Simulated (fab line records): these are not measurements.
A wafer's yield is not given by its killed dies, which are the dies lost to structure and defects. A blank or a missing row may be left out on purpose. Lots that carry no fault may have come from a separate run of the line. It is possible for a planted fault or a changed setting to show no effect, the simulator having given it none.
Split-lot study :: flow n5_finfet :: 21 wafers read across 7 lots, on a route 1938 steps long

## SPLIT DETAILS
At N5_BEOL_M9_COAT_05 (resist thk 90 nm), the setting spin_rpm was moved away from the recipe's 1500 rpm on 9 of the 21 wafers read, by -3.1% to +10.9%. All remaining wafers had this setting at the recipe value.

## FROM THE SPLIT TO THE READING: what the file shows between them, 4 steps
- N5_BEOL_M9_EBR_07
- N5_BEOL_M9_SOFTBAKE_06: time 60 s
- N5_BEOL_M9_EXPOSE_08: exposes mask M9
- N5_BEOL_M9_PEB_09: peb time 60 s

## THE READING
CAR-ArF_of_BEOL_M9_COAT_05.thk_nm (the simulator's own value, which no gauge read), in nm, at N5_BEOL_M9_DEVELOP_10 (develop time 30 s). No usual value for it is given in the file. Average 88.4 nm, standard deviation 0.16 nm, over the 12 wafers here run with the recipe.

wafer: L074.1
tool, chamber at the split: litho_track-02, 0
spin_rpm as run, rpm: 1573
against the recipe: +4.9%
CAR-ArF_of_BEOL_M9_COAT_05.thk_nm, nm: 86.2
against lot-mates on the recipe: -2.2

wafer: L074.3
tool, chamber at the split: litho_track-02, 0
spin_rpm as run, rpm: 1500
against the recipe: recipe
CAR-ArF_of_BEOL_M9_COAT_05.thk_nm, nm: 88.4
against lot-mates on the recipe: -

wafer: L074.4
tool, chamber at the split: litho_track-02, 0
spin_rpm as run, rpm: 1500
against the recipe: recipe
CAR-ArF_of_BEOL_M9_COAT_05.thk_nm, nm: 88.4
against lot-mates on the recipe: -

wafer: L077.2
tool, chamber at the split: litho_track-03, 0
spin_rpm as run, rpm: 1656
against the recipe: +10.4%
CAR-ArF_of_BEOL_M9_COAT_05.thk_nm, nm: 83.6
against lot-mates on the recipe: -4.8

wafer: L077.3
tool, chamber at the split: litho_track-03, 0
spin_rpm as run, rpm: 1656
against the recipe: +10.4%
CAR-ArF_of_BEOL_M9_COAT_05.thk_nm, nm: 83.8
against lot-mates on the recipe: -4.6

wafer: L077.6
tool, chamber at the split: litho_track-03, 0
spin_rpm as run, rpm: 1500
against the recipe: recipe
CAR-ArF_of_BEOL_M9_COAT_05.thk_nm, nm: 88.4
against lot-mates on the recipe: -

wafer: L078.1
tool, chamber at the split: litho_track-03, 0
spin_rpm as run, rpm: 1500
against the recipe: recipe
CAR-ArF_of_BEOL_M9_COAT_05.thk_nm, nm: 88.4
against lot-mates on the recipe: -

wafer: L078.2
tool, chamber at the split: litho_track-03, 0
spin_rpm as run, rpm: 1663
against the recipe: +10.9%
CAR-ArF_of_BEOL_M9_COAT_05.thk_nm, nm: 83.8
against lot-mates on the recipe: -4.6

wafer: L078.6
tool, chamber at the split: litho_track-03, 0
spin_rpm as run, rpm: 1663
against the recipe: +10.9%
CAR-ArF_of_BEOL_M9_COAT_05.thk_nm, nm: 84
against lot-mates on the recipe: -4.4

wafer: L080.2
tool, chamber at the split: litho_track-02, 0
spin_rpm as run, rpm: 1500
against the recipe: recipe
CAR-ArF_of_BEOL_M9_COAT_05.thk_nm, nm: 88.4
against lot-mates on the recipe: -

wafer: L080.5
tool, chamber at the split: litho_track-02, 0
spin_rpm as run, rpm: 1500
against the recipe: recipe
CAR-ArF_of_BEOL_M9_COAT_05.thk_nm, nm: 88.4
against lot-mates on the recipe: -

wafer: L080.3
tool, chamber at the split: litho_track-02, 0
spin_rpm as run, rpm: 1500
against the recipe: recipe
CAR-ArF_of_BEOL_M9_COAT_05.thk_nm, nm: 88.2
against lot-mates on the recipe: -

wafer: L082.2
tool, chamber at the split: litho_track-03, 0
spin_rpm as run, rpm: 1500
against the recipe: recipe
CAR-ArF_of_BEOL_M9_COAT_05.thk_nm, nm: 88.2
against lot-mates on the recipe: -

wafer: L082.3
tool, chamber at the split: litho_track-03, 0
spin_rpm as run, rpm: 1500
against the recipe: recipe
CAR-ArF_of_BEOL_M9_COAT_05.thk_nm, nm: 88.6
against lot-mates on the recipe: -

wafer: L082.5
tool, chamber at the split: litho_track-03, 0
spin_rpm as run, rpm: 1500
against the recipe: recipe
CAR-ArF_of_BEOL_M9_COAT_05.thk_nm, nm: 88.4
against lot-mates on the recipe: -

wafer: L086.1
tool, chamber at the split: litho_track-03, 0
spin_rpm as run, rpm: 1454
against the recipe: -3.1%
CAR-ArF_of_BEOL_M9_COAT_05.thk_nm, nm: 90
against lot-mates on the recipe: no lot-mate on the recipe

wafer: L086.5
tool, chamber at the split: litho_track-03, 0
spin_rpm as run, rpm: 1454
against the recipe: -3.1%
CAR-ArF_of_BEOL_M9_COAT_05.thk_nm, nm: 90.2
against lot-mates on the recipe: no lot-mate on the recipe

wafer: L086.6
tool, chamber at the split: litho_track-03, 0
spin_rpm as run, rpm: 1454
against the recipe: -3.1%
CAR-ArF_of_BEOL_M9_COAT_05.thk_nm, nm: 90.2
against lot-mates on the recipe: no lot-mate on the recipe

wafer: L095.1
tool, chamber at the split: litho_track-05, 0
spin_rpm as run, rpm: 1500
against the recipe: recipe
CAR-ArF_of_BEOL_M9_COAT_05.thk_nm, nm: 88.8
against lot-mates on the recipe: -

wafer: L095.3
tool, chamber at the split: litho_track-05, 0
spin_rpm as run, rpm: 1500
against the recipe: recipe
CAR-ArF_of_BEOL_M9_COAT_05.thk_nm, nm: 88.6
against lot-mates on the recipe: -

wafer: L095.4
tool, chamber at the split: litho_track-05, 0
spin_rpm as run, rpm: 1549
against the recipe: +3.3%
CAR-ArF_of_BEOL_M9_COAT_05.thk_nm, nm: 87
against lot-mates on the recipe: -1.7

THE FIT
A straight line over all 21 wafers: CAR-ArF_of_BEOL_M9_COAT_05.thk_nm changes by -0.449 nm for each +1% of spin_rpm; r = -1.00; the points scatter about the line by 0.21 nm.
The same after taking each lot's own level away (the mean of its wafers on the recipe; 18 wafers): -0.433 nm for each +1%; r = -1.00; scatter 0.16 nm.
The reading moves by 4.7 nm for the largest change in spin_rpm, on that fit.
The lots' own levels span 88.33 to 88.70 nm, that is 2.3 times the standard deviation above.
Consequently the slope shifts little with the lot-to-lot level, the two slopes agreeing.
Check: -4.77 nm against its lot-mates is what the line predicts for one of the wafers moved furthest among these (+10.9%) when that wafer is left out of the fit. It came out at -4.6 nm against them.

## ADDITIONAL SPLITS CARRIED BY THESE WAFERS
Before the reading, these wafers also passed through other splits. Each is held against what the fit with the lots' levels taken away leaves over:
other split on the same wafers: N5_BEOL_M6_TRENCH_ETCH_37 time_s
wafers away from the commonest value: 5
r with CAR-ArF_of_BEOL_M9_COAT_05.thk_nm (lot level and that fit taken away): +0.09

other split on the same wafers: N5_BEOL_M6_ETCH_41 time_s
wafers away from the commonest value: 10
r with CAR-ArF_of_BEOL_M9_COAT_05.thk_nm (lot level and that fit taken away): -0.05

other split on the same wafers: N5_BEOL_M7_TRENCH_ETCH_37 source_w
wafers away from the commonest value: 8
r with CAR-ArF_of_BEOL_M9_COAT_05.thk_nm (lot level and that fit taken away): -0.26

## THE WHOLE CHAIN: every reading that the file lists as answering this split, in the file's order
step: N5_BEOL_M9_COAT_05
what it does: resist thk 90 nm
reading: CAR-ArF_of_BEOL_M9_COAT_05.thk_nm (the simulator's own value, which no gauge read)
change (the file's fit): -0.431 nm for each +1% of the setting
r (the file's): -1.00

step: N5_BEOL_M9_DEVELOP_10
what it does: develop time 30 s
reading: CAR-ArF_of_BEOL_M9_COAT_05.thk_nm (the simulator's own value, which no gauge read)
change (the file's fit): -0.438 nm for each +1% of the setting
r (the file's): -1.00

## THE FILE'S OWN FIT
CAR-ArF_of_BEOL_M9_COAT_05.thk_nm changes by -0.438 nm for each +1% of spin_rpm, r = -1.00.
